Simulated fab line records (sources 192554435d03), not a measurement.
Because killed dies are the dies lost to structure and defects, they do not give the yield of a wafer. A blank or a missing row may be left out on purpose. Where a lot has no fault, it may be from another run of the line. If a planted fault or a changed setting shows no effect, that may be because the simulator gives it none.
Matching of chambers || flow n5 finfet || rie diel-01 running N5_MOL_CONTACT_COAG_ETCHBACK_136: 4 sister chambers
The step etches SiO2 in CHF3, target depth 25 nm, time 16.7 s. 24 wafers are shown with their chamber, then 12 later ones without.

WAFERS WITH THEIR CHAMBER
{"wafer": "L075.2", "chamber": 0, "drypump motor current A (A)": 5.8, "showerhead plenum p Torr (Torr)": 2.39, "rf vpp V (V)": 510}
{"wafer": "L075.4", "chamber": 3, "drypump motor current A (A)": 6.1, "showerhead plenum p Torr (Torr)": 2.55, "rf vpp V (V)": 507}
{"wafer": "L075.5", "chamber": 1, "drypump motor current A (A)": 5.1, "showerhead plenum p Torr (Torr)": 2.46, "rf vpp V (V)": 522}
{"wafer": "L076.1", "chamber": 2, "drypump motor current A (A)": 4.8, "showerhead plenum p Torr (Torr)": 2.29, "rf vpp V (V)": 536}
{"wafer": "L076.3", "chamber": 1, "drypump motor current A (A)": 5.1, "showerhead plenum p Torr (Torr)": 2.46, "rf vpp V (V)": 521}
{"wafer": "L076.4", "chamber": 2, "drypump motor current A (A)": 4.8, "showerhead plenum p Torr (Torr)": 2.29, "rf vpp V (V)": 535}
{"wafer": "L077.1", "chamber": 3, "drypump motor current A (A)": 6.2, "showerhead plenum p Torr (Torr)": 2.54, "rf vpp V (V)": 510}
{"wafer": "L077.4", "chamber": 2, "drypump motor current A (A)": 4.8, "showerhead plenum p Torr (Torr)": 2.29, "rf vpp V (V)": 536}
{"wafer": "L077.6", "chamber": 3, "drypump motor current A (A)": 6.1, "showerhead plenum p Torr (Torr)": 2.54, "rf vpp V (V)": 510}
{"wafer": "L078.1", "chamber": 3, "drypump motor current A (A)": 6.2, "showerhead plenum p Torr (Torr)": 2.54, "rf vpp V (V)": 510}
{"wafer": "L078.3", "chamber": 1, "drypump motor current A (A)": 5.1, "showerhead plenum p Torr (Torr)": 2.46, "rf vpp V (V)": 521}
{"wafer": "L078.6", "chamber": 0, "drypump motor current A (A)": 5.8, "showerhead plenum p Torr (Torr)": 2.39, "rf vpp V (V)": 511}
{"wafer": "L082.1", "chamber": 0, "drypump motor current A (A)": 5.8, "showerhead plenum p Torr (Torr)": 2.38, "rf vpp V (V)": 512}
{"wafer": "L082.2", "chamber": 2, "drypump motor current A (A)": 4.8, "showerhead plenum p Torr (Torr)": 2.28, "rf vpp V (V)": 537}
{"wafer": "L082.6", "chamber": 1, "drypump motor current A (A)": 5.1, "showerhead plenum p Torr (Torr)": 2.45, "rf vpp V (V)": 523}
{"wafer": "L084.1", "chamber": 3, "drypump motor current A (A)": 6.2, "showerhead plenum p Torr (Torr)": 2.54, "rf vpp V (V)": 508}
{"wafer": "L084.3", "chamber": 0, "drypump motor current A (A)": 5.8, "showerhead plenum p Torr (Torr)": 2.38, "rf vpp V (V)": 510}
{"wafer": "L084.6", "chamber": 2, "drypump motor current A (A)": 4.8, "showerhead plenum p Torr (Torr)": 2.28, "rf vpp V (V)": 535}
{"wafer": "L085.2", "chamber": 0, "drypump motor current A (A)": 5.8, "showerhead plenum p Torr (Torr)": 2.38, "rf vpp V (V)": 510}
{"wafer": "L085.3", "chamber": 1, "drypump motor current A (A)": 5.0, "showerhead plenum p Torr (Torr)": 2.45, "rf vpp V (V)": 522}
{"wafer": "L085.6", "chamber": 3, "drypump motor current A (A)": 6.2, "showerhead plenum p Torr (Torr)": 2.54, "rf vpp V (V)": 510}
{"wafer": "L088.1", "chamber": 0, "drypump motor current A (A)": 5.8, "showerhead plenum p Torr (Torr)": 2.38, "rf vpp V (V)": 509}
{"wafer": "L088.2", "chamber": 3, "drypump motor current A (A)": 6.2, "showerhead plenum p Torr (Torr)": 2.53, "rf vpp V (V)": 508}
{"wafer": "L088.5", "chamber": 0, "drypump motor current A (A)": 5.8, "showerhead plenum p Torr (Torr)": 2.38, "rf vpp V (V)": 509}

SIGNATURES (means of the wafers above)
{"reading": "drypump motor current A", "chamber 0": 5.800, "chamber 1": 5.080, "chamber 2": 4.800, "chamber 3": 6.171, "scatter within a chamber": 0.0334}
{"reading": "showerhead plenum p Torr", "chamber 0": 2.3829, "chamber 1": 2.4560, "chamber 2": 2.2860, "chamber 3": 2.5400, "scatter within a chamber": 0.0054}
{"reading": "rf vpp V", "chamber 0": 510.14, "chamber 1": 521.80, "chamber 2": 535.80, "chamber 3": 509.00, "scatter within a chamber": 1.06}
Rule: a wafer's distance from a chamber is the root of the sum, over the readings, of the square of ((its reading less the chamber's mean) divided by the reading's scatter). If the next closest chamber is less than 2 further off than the closest, the wafer can't be placed; otherwise it belongs to the closest. The scatter: the root of (the sum of the squares of (reading less its chamber's mean) over the shown wafers, divided by (wafers less chambers)).

WAFERS WHOSE CHAMBER IS MISSING
{"wafer": "L090.1", "drypump motor current A (A)": 5.8, "showerhead plenum p Torr (Torr)": 2.37, "rf vpp V (V)": 510}
{"wafer": "L090.3", "drypump motor current A (A)": 5.1, "showerhead plenum p Torr (Torr)": 2.45, "rf vpp V (V)": 520}
{"wafer": "L090.5", "drypump motor current A (A)": 5.1, "showerhead plenum p Torr (Torr)": 2.45, "rf vpp V (V)": 521}
{"wafer": "L094.2", "drypump motor current A (A)": 5.1, "showerhead plenum p Torr (Torr)": 2.44, "rf vpp V (V)": 522}
{"wafer": "L094.5", "drypump motor current A (A)": 4.8, "showerhead plenum p Torr (Torr)": 2.27, "rf vpp V (V)": 535}
{"wafer": "L094.6", "drypump motor current A (A)": 5.1, "showerhead plenum p Torr (Torr)": 2.44, "rf vpp V (V)": 523}
{"wafer": "L096.1", "drypump motor current A (A)": 5.8, "showerhead plenum p Torr (Torr)": 2.37, "rf vpp V (V)": 509}
{"wafer": "L096.2", "drypump motor current A (A)": 4.8, "showerhead plenum p Torr (Torr)": 2.27, "rf vpp V (V)": 535}
{"wafer": "L096.3", "drypump motor current A (A)": 6.2, "showerhead plenum p Torr (Torr)": 2.53, "rf vpp V (V)": 509}
{"wafer": "L097.1", "drypump motor current A (A)": 6.2, "showerhead plenum p Torr (Torr)": 2.53, "rf vpp V (V)": 510}
{"wafer": "L097.4", "drypump motor current A (A)": 6.2, "showerhead plenum p Torr (Torr)": 2.53, "rf vpp V (V)": 508}
{"wafer": "L097.5", "drypump motor current A (A)": 4.8, "showerhead plenum p Torr (Torr)": 2.27, "rf vpp V (V)": 536}

CHAMBER TAKEN BY EACH
{"wafer": "L090.1", "from the rows above": 0, "in truth": 0}
{"wafer": "L090.3", "from the rows above": 1, "in truth": 1}
{"wafer": "L090.5", "from the rows above": 1, "in truth": 1}
{"wafer": "L094.2", "from the rows above": 1, "in truth": 1}
{"wafer": "L094.5", "from the rows above": 2, "in truth": 2}
{"wafer": "L094.6", "from the rows above": 1, "in truth": 1}
{"wafer": "L096.1", "from the rows above": 0, "in truth": 0}
{"wafer": "L096.2", "from the rows above": 2, "in truth": 2}
{"wafer": "L096.3", "from the rows above": 3, "in truth": 3}
{"wafer": "L097.1", "from the rows above": 3, "in truth": 3}
{"wafer": "L097.4", "from the rows above": 3, "in truth": 3}
{"wafer": "L097.5", "from the rows above": 2, "in truth": 2}
Correctly placed: 12 of 12. Can't be placed from these rows: 0. Placed wrongly: 0.
